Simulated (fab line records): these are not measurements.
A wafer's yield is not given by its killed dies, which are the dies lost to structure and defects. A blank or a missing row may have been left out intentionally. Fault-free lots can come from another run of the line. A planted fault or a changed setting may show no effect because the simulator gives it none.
Matching of chambers / flow n5Finfet / N5_BEOL_M2_ETCH_70 on rieDiel-03 has 4 sister chambers
The step etches SOC in N2/H2, target depth 80 nm, overetch 24 nm, time 130 s. 16 wafers are shown with their chamber, then 8 later ones without.

EACH WAFER AND ITS CHAMBER
wafer=L076.1; chamber=2; drypumpMotorCurrentA (A)=6.2; showerheadPlenumPTorr (Torr)=2.45; throttleValvePct (%)=17.95
wafer=L076.4; chamber=3; drypumpMotorCurrentA (A)=5.6; showerheadPlenumPTorr (Torr)=2.49; throttleValvePct (%)=17.66
wafer=L076.6; chamber=2; drypumpMotorCurrentA (A)=6.2; showerheadPlenumPTorr (Torr)=2.45; throttleValvePct (%)=17.95
wafer=L079.2; chamber=1; drypumpMotorCurrentA (A)=5.2; showerheadPlenumPTorr (Torr)=2.61; throttleValvePct (%)=17.82
wafer=L079.4; chamber=3; drypumpMotorCurrentA (A)=5.6; showerheadPlenumPTorr (Torr)=2.48; throttleValvePct (%)=17.69
wafer=L079.6; chamber=2; drypumpMotorCurrentA (A)=6.2; showerheadPlenumPTorr (Torr)=2.44; throttleValvePct (%)=17.98
wafer=L083.2; chamber=3; drypumpMotorCurrentA (A)=5.6; showerheadPlenumPTorr (Torr)=2.48; throttleValvePct (%)=17.68
wafer=L083.3; chamber=0; drypumpMotorCurrentA (A)=6.1; showerheadPlenumPTorr (Torr)=2.45; throttleValvePct (%)=17.69
wafer=L083.4; chamber=2; drypumpMotorCurrentA (A)=6.2; showerheadPlenumPTorr (Torr)=2.44; throttleValvePct (%)=17.98
wafer=L086.1; chamber=0; drypumpMotorCurrentA (A)=6.1; showerheadPlenumPTorr (Torr)=2.44; throttleValvePct (%)=17.70
wafer=L086.2; chamber=3; drypumpMotorCurrentA (A)=5.6; showerheadPlenumPTorr (Torr)=2.48; throttleValvePct (%)=17.72
wafer=L086.4; chamber=2; drypumpMotorCurrentA (A)=6.2; showerheadPlenumPTorr (Torr)=2.44; throttleValvePct (%)=17.99
wafer=L090.1; chamber=1; drypumpMotorCurrentA (A)=5.3; showerheadPlenumPTorr (Torr)=2.60; throttleValvePct (%)=17.87
wafer=L090.3; chamber=3; drypumpMotorCurrentA (A)=5.6; showerheadPlenumPTorr (Torr)=2.47; throttleValvePct (%)=17.71
wafer=L090.4; chamber=2; drypumpMotorCurrentA (A)=6.3; showerheadPlenumPTorr (Torr)=2.43; throttleValvePct (%)=18.00
wafer=L092.1; chamber=0; drypumpMotorCurrentA (A)=6.1; showerheadPlenumPTorr (Torr)=2.44; throttleValvePct (%)=17.71

SIGNATURES (averages over the wafers above)
reading=drypumpMotorCurrentA; chamber 0=6.100; chamber 1=5.250; chamber 2=6.217; chamber 3=5.600; scatter within a chamber=0.0333
reading=showerheadPlenumPTorr; chamber 0=2.4433; chamber 1=2.6050; chamber 2=2.4417; chamber 3=2.4800; scatter within a chamber=0.00707
reading=throttleValvePct; chamber 0=17.7000; chamber 1=17.8450; chamber 2=17.9750; chamber 3=17.6920; scatter within a chamber=0.0221
Rule: a wafer's distance from a chamber is the root of the sum, over the readings, of the square of ((its reading less the chamber's mean) divided by the reading's scatter). If the next closest chamber is less than 2 further off than the closest, the wafer can't be placed; otherwise it belongs to the closest. The scatter is the square root of a quotient: the sum, over the shown wafers, of each reading's squared deviation from its chamber's mean, divided by wafers minus chambers.

WAFERS WITH NO CHAMBER GIVEN
wafer=L092.2; drypumpMotorCurrentA (A)=6.2; showerheadPlenumPTorr (Torr)=2.43; throttleValvePct (%)=18.01
wafer=L092.4; drypumpMotorCurrentA (A)=5.6; showerheadPlenumPTorr (Torr)=2.47; throttleValvePct (%)=17.74
wafer=L095.1; drypumpMotorCurrentA (A)=6.1; showerheadPlenumPTorr (Torr)=2.44; throttleValvePct (%)=17.71
wafer=L095.2; drypumpMotorCurrentA (A)=6.2; showerheadPlenumPTorr (Torr)=2.43; throttleValvePct (%)=18.03
wafer=L095.6; drypumpMotorCurrentA (A)=6.1; showerheadPlenumPTorr (Torr)=2.44; throttleValvePct (%)=17.73
wafer=L097.1; drypumpMotorCurrentA (A)=6.2; showerheadPlenumPTorr (Torr)=2.43; throttleValvePct (%)=18.05
wafer=L097.2; drypumpMotorCurrentA (A)=5.6; showerheadPlenumPTorr (Torr)=2.47; throttleValvePct (%)=17.75
wafer=L097.5; drypumpMotorCurrentA (A)=5.6; showerheadPlenumPTorr (Torr)=2.47; throttleValvePct (%)=17.75

CHAMBER TAKEN BY EACH
wafer=L092.2; from the rows above=2; in truth=2
wafer=L092.4; from the rows above=3; in truth=3
wafer=L095.1; from the rows above=0; in truth=0
wafer=L095.2; from the rows above=2; in truth=2
wafer=L095.6; from the rows above=0; in truth=0
wafer=L097.1; from the rows above=2; in truth=2
wafer=L097.2; from the rows above=3; in truth=3
wafer=L097.5; from the rows above=3; in truth=3
Correct placement for 8 of the 8. Left unplaced by these rows: 0. Number placed wrongly: 0.
